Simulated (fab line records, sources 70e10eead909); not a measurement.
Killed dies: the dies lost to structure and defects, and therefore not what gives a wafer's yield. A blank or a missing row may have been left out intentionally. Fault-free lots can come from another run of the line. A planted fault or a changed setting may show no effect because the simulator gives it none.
8D (eight disciplines) problem report, filled in by code	flow nand-harc	the parts of the form that need people (team, actions taken, sign-off) are left out

== 1. WHAT IS WRONG ==
Wafers without a fault read 131.3 s, standard deviation 0.63; run-length-s at NHARC_A_CHANNEL_FILL_D2_ETCHBACK_08 reads a mean of 183.5 s on 2 wafers belonging to 2 lots. Relative to the usual mean, that is a shift of +83 standard deviations.
The step: etches the open film in C4F8, target depth 220 nm, time 110 s.
First observed at day 21 05:44: wafer L432.2, on rie-diel-05. The record has a number at this step for 36 wafers belonging to 12 lots. By rule, "out" or "out of limits" means more than 4 standard deviations away from the usual mean. The rest of the wafers with a number are treated as sound.

== 2. WHAT IT IS AND WHAT IT IS NOT ==
question	is	is not
which readings at this step	run-length-s	oes-product-au, rf-vpp-V
which lots	L432, L433	L418, L421, L422, L424, L425, L427, L430, L431, L434, L440
which wafers of those lots	L432.2, L433.2	L432.1, L432.4, L433.1, L433.4
read on which tools	rie-diel-05	rie-diel-10, rie-diel-11
when	from day 21 05:44	up to then (23 sound wafers); but 11 sound wafers of L431, L433, L434, L440 came after

== 3. THE SUSPECTS, EACH WITH WHAT RULES IT OUT ==
Counting: if a tool at a process step up to the reading ran every lot that is out, it stays a suspect. Sound lots after the first of them don't rule it out here, since some wafers of a struck lot are sound.
- rie-si-02 at NHARC_A_CHANNEL_FILL_D2_ETCHBACK_19 (etches the open film in HBr/Cl2, target depth 5 nm, time 1.7 s): kept. Every lot that is out went through it, the first being L432 (day 20 08:18); the last sound lot it ran before that was L418 (day 15 13:10).
- rie-diel-05 at NHARC_A_CHANNEL_FILL_D2_ETCHBACK_08 (etches the open film in C4F8, target depth 220 nm, time 110 s): kept. Every lot that is out went through it, the first being L432 (day 21 05:44); the last sound lot it ran before that was L430 (day 20 05:44). Its own readings are out on those wafers: run-length-s.
- Within rie-si-02 at NHARC_A_CHANNEL_FILL_D2_ETCHBACK_19: the wafers that are out ran in chambers 0, 3; their sound lot-mates ran in chambers 1, 2.
- Within rie-diel-05 at NHARC_A_CHANNEL_FILL_D2_ETCHBACK_08: the wafers that are out ran in chambers 0, 1; their sound lot-mates ran in chambers 2, 3.
After counting, rie-si-02 at NHARC_A_CHANNEL_FILL_D2_ETCHBACK_19 and rie-diel-05 at NHARC_A_CHANNEL_FILL_D2_ETCHBACK_08 remain.

== 4. THE CAUSE (what the simulator had put in) ==
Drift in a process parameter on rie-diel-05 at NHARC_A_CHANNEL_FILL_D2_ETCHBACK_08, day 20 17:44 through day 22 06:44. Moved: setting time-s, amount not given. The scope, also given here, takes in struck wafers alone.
After counting, 2 suspects remain, this tool included.

== 5. THE CHAIN OF EFFECTS, in route order ==
Rows list readings where the struck wafers' mean (over those with a number) sits beyond 3 standard deviations from the usual. Readings are gone through only where the record gives a usual standard deviation; hours: the median, over the lots, of the time from a lot's start at the first step in this table giving one to that lot's start at this step; sigmas: the change measured in usual standard deviations.
hours	step	reading	usual	on struck wafers	change	sigmas
0	NHARC_A_CHANNEL_FILL_D2_ETCHBACK_08	run-length-s	131.3 s	183.5	+52.2	+83
The process steps in it:
- NHARC_A_CHANNEL_FILL_D2_ETCHBACK_08: etches the open film in C4F8, target depth 220 nm, time 110 s.
Later measuring or inspecting steps at which every struck wafer that the step has a row for has a number for every such reading, and none has moved that far: NHARC_END_SORT_01.

== 6. HOW IT WOULD HAVE BEEN CAUGHT EARLIER ==
The fault began at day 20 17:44; the first out-of-limits reading in this record came at day 21 05:44, 12 hours later.
